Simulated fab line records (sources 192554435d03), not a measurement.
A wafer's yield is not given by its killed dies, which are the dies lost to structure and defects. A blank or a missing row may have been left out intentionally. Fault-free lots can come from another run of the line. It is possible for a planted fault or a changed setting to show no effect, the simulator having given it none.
The tool behind it: which one?    flow n5 finfet    Sampling: 13 lots, 37 wafers, 7 of 1938 route steps

== WHAT THE GAUGES READ, wafer by wafer ==
N5_SD_EPI_P_CD_MEAS_09: target cd 240 nm.
lot   measured     on         cd nm (nm)
L674  day 3 20:08  cd sem-03  240.3 240.7
L676  day 4 08:50  cd sem-03  238.7 238.3 240.2
L677  day 4 11:21  cd sem-01  239.2 238.6 239.6
L678  day 4 18:09  cd sem-03  239.7 239.5 239.2
L679  day 4 22:50  cd sem-02  240.6 240.3 241.3
L681  day 5 12:14  cd sem-03  239.8 239.2 240.3
L683  day 6 02:56  cd sem-02  240.1 240.8 239.6
L684  day 6 06:33  cd sem-02  241.8 241.2
L685  day 6 10:49  cd sem-03  239.4 240.0 239.8
L687  day 7 00:50  cd sem-01  241.3 240.5 241.0
L690  day 7 18:33  cd sem-01  242.1 241.5 242.3
L692  day 8 07:40  cd sem-01  241.1 240.5 240.6
L695  day 8 22:28  cd sem-03  240.3 240.2 240.7

N5_SD_EPI_P_INSPECT_11: inspects for defects (macro).
lot   measured     on                 raw defect count
L674  day 3 20:11  defect inspect-02  1 1
L676  day 4 08:53  defect inspect-01  0 4 1
L677  day 4 11:24  defect inspect-02  5 3 2
L678  day 4 18:12  defect inspect-01  1 1 3
L679  day 4 22:53  defect inspect-01  2 1 3
L681  day 5 12:17  defect inspect-02  1 2 1
L683  day 6 03:17  defect inspect-02  2 1 0
L684  day 6 06:36  defect inspect-01  0 2
L685  day 6 10:52  defect inspect-02  1 3 1
L687  day 7 00:53  defect inspect-02  8 3 3
L690  day 7 18:36  defect inspect-02  2 1 0
L692  day 8 07:43  defect inspect-01  3 3 2
L695  day 8 22:31  defect inspect-02  4 4 2

N5_SD_EPI_P_EPI_MEAS_23.
lot   measured     on             thk nm (nm)
L674  day 4 00:38  film metro-01  61.0 61.0
L676  day 4 12:28  film metro-02  62.1 62.2 61.4
L677  day 4 15:15  film metro-02  61.0 60.4 60.2
L678  day 4 22:37  film metro-01  61.4 64.0 60.0
L679  day 5 02:31  film metro-02  59.5 59.9 60.0
L681  day 5 16:53  film metro-02  62.5 60.6 59.3
L683  day 6 06:52  film metro-01  59.8 62.3 60.7
L684  day 6 12:08  film metro-01  59.6 61.2
L685  day 6 14:28  film metro-01  61.0 61.1 61.4
L687  day 7 05:26  film metro-01  61.0 59.2 62.1
L690  day 8 00:08  film metro-01  61.2 63.5 60.8
L692  day 8 14:22  film metro-01  59.5 61.2 59.8
L695  day 9 02:08  film metro-02  2.0 61.9 62.7

N5_BEOL_M4_RC_MEAS_101.
lot   measured      on         DIBL_N (mV/V)   DIBL_P (mV/V)   IOFF_N (nA/um)  IOFF_P (nA/um)  ION_N (uA/um)  ION_P (uA/um)  SS_N (mV/dec)   SS_P (mV/dec)   VT_N (mV)    VT_P (mV)
L674  day 9 10:32   prober-01  38.5 39.2       37.1 37.9       0.18 0.21       0.22 0.24       671 679        458 458        72.7 71.8       73.8 73.9       247 248      -250 -246
L676  day 10 16:19  prober-02  34.8 34.9 33.5  35.5 35.1 34.3  0.14 0.14 0.12  0.20 0.20 0.18  672 666 661    463 462 457    70.9 70.7 70.3  73.6 72.9 72.7  252 251 254  -252 -248 -251
L677  day 10 20:53  prober-02  37.0 36.6 34.1  39.5 38.0 35.2  0.18 0.17 0.13  0.26 0.23 0.19  667 674 660    465 460 463    72.0 71.6 71.6  74.1 74.1 72.9  252 248 254  -250 -251 -254
L678  day 10 19:05  prober-01  35.2 32.3 35.6  34.8 32.9 36.0  0.14 0.11 0.14  0.18 0.16 0.19  665 655 667    455 454 461    71.1 70.3 71.0  72.2 71.8 72.8  253 254 251  -255 -252 -254
L679  day 10 19:42  prober-02  34.2 36.7 36.2  33.5 37.9 36.5  0.13 0.18 0.16  0.18 0.24 0.22  675 684 683    465 471 460    70.3 71.8 70.8  72.5 73.6 73.1  252 246 249  -250 -246 -250
L681  day 11 21:04  prober-02  40.6 37.0 39.7  41.8 38.9 41.3  0.22 0.14 0.20  0.27 0.20 0.24  697 661 671    467 457 457    72.3 71.7 72.9  74.2 73.3 74.5  246 254 247  -247 -249 -249
L683  day 12 09:06  prober-02  31.8 35.7 34.3  33.3 37.8 35.4  0.11 0.16 0.15  0.16 0.22 0.19  651 663 670    452 458 457    70.9 72.4 71.0  73.1 73.2 73.0  254 248 251  -254 -252 -253
L684  day 12 07:36  prober-02  37.4 40.8       37.5 40.8       0.16 0.24       0.22 0.28       669 692        457 470        71.3 72.7       73.8 74.1       252 244      -249 -248
L685  day 12 06:52  prober-01  37.0 35.4 37.6  37.3 34.3 37.9  0.17 0.15 0.19  0.23 0.19 0.25  671 675 684    464 463 467    72.0 71.1 72.0  73.7 72.8 73.7  249 248 248  -248 -253 -249
L687  day 13 11:36  prober-02  35.1 35.3 35.8  36.3 35.5 37.0  0.15 0.15 0.16  0.22 0.19 0.23  664 677 677    461 457 463    71.1 70.9 71.8  73.1 73.1 73.0  248 251 250  -250 -252 -248
L690  day 13 16:46  prober-01  40.9 38.3 38.9  41.1 37.2 38.2  0.26 0.18 0.20  0.30 0.23 0.24  700 689 691    476 466 462    72.6 71.8 71.8  75.2 73.6 74.7  243 249 249  -247 -251 -249
L692  day 14 04:13  prober-01  36.3 36.5 39.1  35.8 36.5 39.1  0.16 0.16 0.21  0.18 0.19 0.23  681 684 696    460 460 462    71.5 71.9 71.9  72.7 73.1 73.3  248 253 245  -254 -252 -251
L695  day 15 05:25  prober-01  37.5 36.2       37.4 36.2       0.18 0.16       0.24 0.21       682 678        473 466        71.7 71.3       73.2 73.0       249 250      -247 -248

== WHAT TOOL EACH LOT RAN ON (gives the tool, then ch and the chambers of the sampled wafers, and finally the start) ==
lot   N5_SD_EPI_N_LINER_46              N5_SD_EPI_P_ETCHBACK_46            N5_SD_EPI_P_ETCH_47
L674  ald sin-01 ch 0,1, day 3 19:37    rie diel-01 ch 0,1, day 3 20:38    rie diel-01 ch 0,1, day 3 20:44
L676  ald sin-04 ch 0,2, day 4 08:05    rie diel-01 ch 0,1, day 4 09:20    rie diel-01 ch 0,1, day 4 09:26
L677  ald sin-01 ch 0,2,3, day 4 10:49  rie diel-02 ch 0,2, day 4 12:07    rie diel-02 ch 0,2, day 4 12:13
L678  ald sin-04 ch 0,2, day 4 17:37    rie diel-05 ch 0,2,3, day 4 18:39  rie diel-05 ch 0,2,3, day 4 18:45
L679  ald sin-03 ch 0,2, day 4 22:18    rie diel-01 ch 0,1, day 4 23:20    rie diel-01 ch 0,1, day 4 23:26
L681  ald sin-04 ch 0,2,3, day 5 11:43  rie diel-01 ch 0,1,2, day 5 12:44  rie diel-01 ch 0,1,2, day 5 12:50
L683  ald sin-04 ch 1,2, day 6 02:17    rie diel-02 ch 0,1,3, day 6 03:44  rie diel-02 ch 0,1,3, day 6 03:50
L684  ald sin-03 ch 1, day 6 05:54      rie diel-05 ch 0,1, day 6 07:03    rie diel-05 ch 0,1, day 6 07:09
L685  ald sin-04 ch 0,2, day 6 10:18    rie diel-01 ch 0,1,3, day 6 11:19  rie diel-01 ch 0,1,3, day 6 11:25
L687  ald sin-03 ch 0,2, day 7 00:11    rie diel-05 ch 0,2,3, day 7 01:20  rie diel-05 ch 0,2,3, day 7 01:26
L690  ald sin-04 ch 0,1,3, day 7 17:54  rie diel-05 ch 0,3, day 7 19:03    rie diel-05 ch 0,3, day 7 19:09
L692  ald sin-03 ch 0,2,3, day 8 07:00  rie diel-01 ch 0,1,3, day 8 09:16  rie diel-01 ch 0,1,3, day 8 09:22
L695  ald sin-03 ch 0,2,3, day 8 21:49  rie diel-01 ch 0,3, day 8 22:58    rie diel-01 ch 0,3, day 8 23:04
- N5_SD_EPI_N_LINER_46: material SiNx, target thk 3 nm.
- N5_SD_EPI_P_ETCHBACK_46: etches SiNx in CH3F/O2, stops on SiO2, target depth 17.5 nm.
- N5_SD_EPI_P_ETCH_47: etches SiOCN in CH3F/O2, target depth 25 nm.

== WHAT THE TOOLS THEMSELVES READ (means of the sampled wafers that have a number; where no wafer has one, the mark that the record gives instead) ==
N5_SD_EPI_N_LINER_46.
lot   tool        heater power w (W)
L674  ald sin-01  904
L676  ald sin-04  937
L677  ald sin-01  786
L678  ald sin-04  921
L679  ald sin-03  914
L681  ald sin-04  887
L683  ald sin-04  889
L684  ald sin-03  833
L685  ald sin-04  935
L687  ald sin-03  909
L690  ald sin-04  853
L692  ald sin-03  817
L695  ald sin-03  812

N5_SD_EPI_P_ETCHBACK_46.
lot   tool         drypump motor current A (A)  oes product au (a.u.)  rf vpp V (V)  showerhead plenum p Torr (Torr)  throttle valve pct (%)
L674  rie diel-01  6.0                          0.70                   296           2.06                             16.62
L676  rie diel-01  6.0                          0.66                   292           2.06                             16.69
L677  rie diel-02  5.7                          0.64                   299           2.05                             16.53
L678  rie diel-05  5.6                          0.62                   299           2.02                             16.43
L679  rie diel-01  6.1                          0.71                   300           2.05                             16.58
L681  rie diel-01  6.0                          0.66                   296           2.00                             16.61
L683  rie diel-02  5.8                          0.68                   298           2.08                             16.46
L684  rie diel-05  6.0                          0.64                   302           2.04                             16.39
L685  rie diel-01  6.0                          0.70                   298           2.05                             16.55
L687  rie diel-05  5.6                          0.61                   300           2.02                             16.46
L690  rie diel-05  5.9                          0.59                   300           2.06                             16.57
L692  rie diel-01  6.0                          0.69                   298           2.04                             16.58
L695  rie diel-01  6.1                          0.69                   305           2.04                             16.46

N5_SD_EPI_P_ETCH_47.
lot   tool         drypump motor current A (A)  oes product au (a.u.)  rf vpp V (V)  showerhead plenum p Torr (Torr)  throttle valve pct (%)
L674  rie diel-01  6.0                          0.81                   127.0         2.06                             16.62
L676  rie diel-01  6.0                          0.78                   124.8         2.06                             16.67
L677  rie diel-02  5.7                          0.74                   127.3         2.05                             16.51
L678  rie diel-05  5.6                          0.72                   128.3         2.02                             16.42
L679  rie diel-01  6.2                          0.84                   127.9         2.05                             16.56
L681  rie diel-01  6.0                          0.77                   126.2         2.00                             16.57
L683  rie diel-02  5.8                          0.79                   128.5         2.08                             16.44
L684  rie diel-05  6.1                          0.73                   130.2         2.04                             16.37
L685  rie diel-01  6.0                          0.82                   127.9         2.05                             16.52
L687  rie diel-05  5.6                          0.72                   127.5         2.02                             16.43
L690  rie diel-05  5.9                          0.69                   127.9         2.06                             16.53
L692  rie diel-01  6.0                          0.81                   127.6         2.04                             16.55
L695  rie diel-01  6.1                          0.69                   130.4         2.03                             16.45

== THE ANSWER, worked out from the rows above alone ==
Rule: what is usual is taken from the lots themselves. The widest of any qualifying gaps counts: lots, ordered by their means at a reading, are off when they make up no more than a third of the lots, leave a main group of 4 or more, and stand apart from it by 3 or more times the standard deviation of that group's means. If all means in a main group match to the digits the tables above print for the reading, that group is not used. Also off: a lot with no number at a reading for which 4 or more lots have one. Where the step has rows for the other lots, those lots are counted as sound. Order of review: gauges by route order, followed by the tools' own readings, for which a lot's mean as printed above is used. The first step at which some lot is off is used, and at that step the reading that is off furthest; a lot without a number counts as furthest.
Off: L695 (N5_SD_EPI_P_EPI_MEAS_23, thk nm). Main group: mean 60.9 nm, sd 0.64.
A tool fits if, at a process step before that reading, it ran every lot that is off, and no sound lot after the first of them. Gauges at N5_SD_EPI_P_EPI_MEAS_23: tried the same way as those tools. Can't be told from this: 3 tools fit, ald sin-03 at N5_SD_EPI_N_LINER_46, rie diel-01 at N5_SD_EPI_P_ETCHBACK_46 and N5_SD_EPI_P_ETCH_47, film metro-02 at N5_SD_EPI_P_EPI_MEAS_23.

== WHAT HAD BEEN PUT IN BY THE SIMULATOR ==
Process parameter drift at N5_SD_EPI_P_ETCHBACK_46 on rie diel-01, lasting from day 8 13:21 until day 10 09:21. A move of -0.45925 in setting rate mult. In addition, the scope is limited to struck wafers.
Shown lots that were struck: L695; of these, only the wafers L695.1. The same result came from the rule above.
